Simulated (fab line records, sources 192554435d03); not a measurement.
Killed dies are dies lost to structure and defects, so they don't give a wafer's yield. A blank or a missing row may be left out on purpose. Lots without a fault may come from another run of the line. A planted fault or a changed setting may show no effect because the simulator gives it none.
Chamber matching | flow n5_finfet | N5_BEOL_M9_CMP_52 on cmp-01: 4 sister chambers
The step polishes, stops on SiCOH lowk, t overpolish 7 s, target thk 140 nm. 4 wafers are shown with their chamber, then 11 later ones without.

WAFERS WITH THEIR CHAMBER
wafer  | chamber | motor_current_A (A)
L087.6 | 2       | 7.1
L086.3 | 3       | 6.7
L086.5 | 0       | 5.4
L089.4 | 1       | 6.1

WAFERS WITHOUT THEIR CHAMBER
wafer  | motor_current_A (A)
L089.5 | 7.4
L089.6 | 6.5
L090.1 | 6.4
L090.3 | 5.5
L090.5 | 7.1
L093.2 | 6.5
L093.3 | 7.3
L093.5 | 6.3
L097.2 | 6.7
L097.3 | 7.2
L097.5 | 5.4

WHICH CHAMBER EACH WENT THROUGH
wafer  | from the rows above     | in truth
L089.5 | 2                       | 2
L089.6 | can't be placed: 3 or 1 | 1
L090.1 | can't be placed: 3 or 1 | 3
L090.3 | 0                       | 0
L090.5 | 2                       | 2
L093.2 | can't be placed: 3 or 1 | 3
L093.3 | 2                       | 2
L093.5 | can't be placed: 1 or 3 | 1
L097.2 | 3                       | 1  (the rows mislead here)
L097.3 | 2                       | 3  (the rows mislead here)
L097.5 | 0                       | 0
Placed correctly: 5 of 11. Can't be placed from these rows: 4 (the true chamber is among the candidates in 4). Placed wrongly: 2.
How it was worked out, from the rows above alone: a wafer's distance from a chamber is the root of the sum, over the readings, of the square of ((its reading less the chamber's mean) divided by the reading's scatter). The wafer belongs to the nearest chamber; if the next one is less than 2 further off, it can't be placed. A chamber's mean is the mean of its shown wafers. The scatter: with one shown wafer a chamber, the root of the mean of the squares of how far each hidden wafer lies from its nearest shown one.
